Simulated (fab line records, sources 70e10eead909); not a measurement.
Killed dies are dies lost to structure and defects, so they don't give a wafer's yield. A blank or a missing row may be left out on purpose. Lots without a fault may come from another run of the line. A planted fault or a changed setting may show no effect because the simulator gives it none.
Chamber matching | flow nand_harc | NHARC_A_STAIRCASE_CMP_152 on cmp-04: 4 sister chambers
The step polishes. 16 wafers are shown with their chamber, then 7 later ones without.

WAFERS WITH THEIR CHAMBER
wafer  | chamber | motor_current_A (A) | retaining_ring_pressure_frac | pad_life_wafers
L075.2 | 1       | 13.1                | 1.002                        | 128
L077.1 | 0       | 13.7                | 1.005                        | 192
L077.3 | 3       | 11.4                | 0.999                        | 195
L077.4 | 1       | 12.7                | 0.995                        | 193
L078.2 | 2       | 12.1                | 1.002                        | 216
L078.3 | 1       | 12.6                | 1.008                        | 219
L081.1 | 3       | 11.5                | 0.996                        | 337
L081.2 | 1       | 12.4                | 1.004                        | 339
L082.1 | 0       | 14.0                | 0.999                        | 25
L082.4 | 3       | 11.6                | 0.999                        | 24
L084.1 | 0       | 14.4                | 1.002                        | 109
L084.2 | 3       | 11.2                | 1.008                        | 108
L086.2 | 3       | 11.4                | 1.011                        | 234
L086.3 | 2       | 12.3                | 0.995                        | 237
L088.1 | 0       | 14.1                | 1.009                        | 309
L088.3 | 3       | 12.0                | 1.010                        | 308

SIGNATURES (means of the wafers above)
reading                      | chamber 0 | chamber 1 | chamber 2 | chamber 3 | scatter within a chamber
motor_current_A              | 14.050    | 12.700    | 12.200    | 11.517    | 0.274
retaining_ring_pressure_frac | 1.00375   | 1.00225   | 0.99850   | 1.00383   | 0.00565
pad_life_wafers              | 158.75    | 219.75    | 226.50    | 201.00    | 107
Rule: a wafer's distance from a chamber is the root of the sum, over the readings, of the square of ((its reading less the chamber's mean) divided by the reading's scatter). The wafer belongs to the nearest chamber; if the next one is less than 2 further off, it can't be placed. The scatter: the root of (the sum of the squares of (reading less its chamber's mean) over the shown wafers, divided by (wafers less chambers)).

WAFERS WITHOUT THEIR CHAMBER
wafer  | motor_current_A (A) | retaining_ring_pressure_frac | pad_life_wafers
L088.4 | 13.2                | 1.001                        | 306
L092.3 | 13.2                | 0.991                        | 31
L092.4 | 14.7                | 0.999                        | 30
L095.2 | 11.3                | 0.996                        | 81
L095.3 | 11.1                | 1.005                        | 80
L095.4 | 12.9                | 1.002                        | 79
L094.4 | 13.5                | 1.008                        | 99

WHICH CHAMBER EACH WENT THROUGH
wafer  | from the rows above          | in truth
L088.4 | can't be placed: 1 or 0 or 2 | 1
L092.3 | can't be placed: 1 or 0 or 2 | 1
L092.4 | 0                            | 0
L095.2 | can't be placed: 3 or 2      | 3
L095.3 | 3                            | 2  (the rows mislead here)
L095.4 | can't be placed: 1 or 2      | 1
L094.4 | can't be placed: 0 or 1      | 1
Placed correctly: 1 of 7. Can't be placed from these rows: 5 (the true chamber is among the candidates in 5). Placed wrongly: 1.
